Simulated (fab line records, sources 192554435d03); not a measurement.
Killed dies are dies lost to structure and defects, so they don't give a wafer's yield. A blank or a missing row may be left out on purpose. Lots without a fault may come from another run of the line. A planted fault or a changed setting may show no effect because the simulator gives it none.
Chamber matching | flow n5_finfet | N5_BEOL_M0_SAQP_ETCH_73 on rie_diel-03: 4 sister chambers
The step etches SiARC in CF4, target depth 19.5 nm, time 32.5 s. 8 wafers are shown with their chamber, then 7 later ones without.

WAFERS WITH THEIR CHAMBER
wafer  | chamber | drypump_motor_current_A (A) | showerhead_plenum_p_Torr (Torr)
L075.2 | 2       | 6.1                         | 2.21
L075.5 | 3       | 5.6                         | 2.15
L079.4 | 2       | 6.1                         | 2.21
L080.5 | 0       | 5.9                         | 2.17
L087.5 | 0       | 5.9                         | 2.17
L087.6 | 1       | 6.1                         | 2.14
L093.3 | 3       | 5.7                         | 2.14
L093.5 | 1       | 6.1                         | 2.14

WAFERS WITHOUT THEIR CHAMBER
wafer  | drypump_motor_current_A (A) | showerhead_plenum_p_Torr (Torr)
L093.6 | 6.1                         | 2.21
L096.2 | 5.6                         | 2.14
L096.4 | 5.9                         | 2.16
L096.5 | 6.1                         | 2.20
L097.3 | 5.9                         | 2.16
L097.5 | 5.9                         | 2.16
L097.6 | 5.7                         | 2.14

WHICH CHAMBER EACH WENT THROUGH
wafer  | from the rows above | in truth
L093.6 | 2                   | 2
L096.2 | 3                   | 3
L096.4 | 0                   | 0
L096.5 | 2                   | 2
L097.3 | 0                   | 0
L097.5 | 0                   | 0
L097.6 | 3                   | 3
Placed correctly: 7 of 7. Can't be placed from these rows: 0. Placed wrongly: 0.
How it was worked out, from the rows above alone: a wafer's distance from a chamber is the root of the sum, over the readings, of the square of ((its reading less the chamber's mean) divided by the reading's scatter). The wafer belongs to the nearest chamber; if the next one is less than 2 further off, it can't be placed. A chamber's mean is the mean of its shown wafers. The scatter: the root of (the sum of the squares of (reading less its chamber's mean) over the shown wafers, divided by (wafers less chambers)).
